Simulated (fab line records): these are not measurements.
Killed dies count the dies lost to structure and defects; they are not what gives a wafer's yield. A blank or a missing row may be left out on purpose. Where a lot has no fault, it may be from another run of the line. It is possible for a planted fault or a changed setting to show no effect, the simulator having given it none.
Which tool is to blame? | flow nand harc | Sampling: 11 lots, 33 wafers, 5 of 1302 route steps

== WHAT THE GAUGES READ, wafer by wafer ==
NHARC_END_SORT_01.
lot  | measured     | on        | killed at array
L752 | day 29 19:37 | prober-02 | 675 674 675
L753 | day 29 19:32 | prober-01 | 673 671 674
L755 | day 30 12:15 | prober-02 | 671 671 672

== WHAT TOOL EACH LOT RAN ON (gives the tool, then ch and the chambers of the sampled wafers, and finally the start) ==
lot  | NHARC_A_SLIT_DESCUM_14             | NHARC_A_SLIT_ETCH_24               | NHARC_A_SLIT_ETCH_26             | NHARC_A_WL_FILL_ALD_02
L740 | rie diel-05 ch 1,2, day 19 15:35   | rie diel-05 ch 0,2, day 19 15:41   | har etch-01 ch 0,1, day 19 21:03 | ald metal-03 ch 1,3, day 20 05:37
L741 | rie diel-05 ch 0,2,3, day 20 15:52 | rie diel-05 ch 1,2,3, day 20 15:56 | har etch-02 ch 0,1, day 20 20:47 | ald metal-04 ch 1,2,3, day 21 05:21
L743 | rie diel-03 ch 2,3, day 20 19:35   | rie diel-03 ch 0,1,3, day 20 19:41 | har etch-02 ch 1, day 21 00:39   | ald metal-02 ch 0,2,3, day 21 09:17
L746 | rie diel-03 ch 1,2, day 21 21:10   | rie diel-03 ch 0,2,3, day 21 21:15 | har etch-02 ch 0,1, day 22 03:41 | ald metal-03 ch 0,3, day 22 12:21
L752 | rie diel-03 ch 1,2, day 24 19:55   | rie diel-03 ch 0,1,2, day 24 20:01 | har etch-01 ch 0, day 25 05:10   | ald metal-03 ch 1,2,3, day 25 13:49
L753 | rie diel-03 ch 0,1,2, day 25 04:55 | rie diel-03 ch 0,1,3, day 25 04:59 | har etch-02 ch 0,1, day 25 09:48 | ald metal-04 ch 0,1,2, day 25 19:10
L755 | rie diel-07 ch 1,2,3, day 25 21:08 | rie diel-07 ch 1,2,3, day 25 21:13 | har etch-01 ch 0,1, day 26 02:05 | ald metal-03 ch 1,3, day 26 10:44
L757 | rie diel-05 ch 0,2,3, day 27 03:01 | rie diel-05 ch 0,2,3, day 27 03:07 | har etch-02 ch 0,1, day 27 11:06 | ald metal-03 ch 0,2,3, day 27 19:40
L761 | rie diel-03 ch 1,2,3, day 28 00:29 | rie diel-03 ch 2,3, day 28 00:35   | har etch-02 ch 0,1, day 28 05:23 | ald metal-03 ch 0,3, day 28 13:53
L759 | rie diel-03 ch 2,3, day 28 15:28   | rie diel-03 ch 0,2,3, day 28 15:34 | har etch-02 ch 0,1, day 28 20:21 | ald metal-03 ch 0,1, day 29 04:52
L763 | rie diel-07 ch 0,1,2, day 29 06:35 | rie diel-07 ch 1,2, day 29 06:41   | har etch-02 ch 0,1, day 29 13:26 | ald metal-04 ch 0,2,3, day 29 22:13
- NHARC_A_SLIT_DESCUM_14: chemistry O2, time 3 s.
- NHARC_A_SLIT_ETCH_24: etches the open film in CF4/CHF3, target depth 121 nm, time 60.5 s.
- NHARC_A_SLIT_ETCH_26: etches the open film in C4F8/O2/Ar, time 90 s, target depth 400 nm.
- NHARC_A_WL_FILL_ALD_02: deposits TiN, target thk 2 nm, pulse time 3 s, ald cycles 100.

== THE ANSWER, worked out from the rows above alone ==
Rule: the lots themselves supply what counts as usual. Put in order of their means at a reading, lots are off if they are a third of the lots or fewer, leave a main group of 4 or more, and stand apart from it by a gap of 3 or more times the standard deviation of the main group's means; of several such gaps the widest counts. A main group whose means are all the same, to the digits that the tables above print for the reading, isn't used. Also off: a lot with no number at a reading for which 4 or more lots have one. The other lots that the step has rows for count as sound.
None of the lots is off at any reading shown; this tells nothing.

== WHAT THE SIMULATOR HAD INSERTED ==
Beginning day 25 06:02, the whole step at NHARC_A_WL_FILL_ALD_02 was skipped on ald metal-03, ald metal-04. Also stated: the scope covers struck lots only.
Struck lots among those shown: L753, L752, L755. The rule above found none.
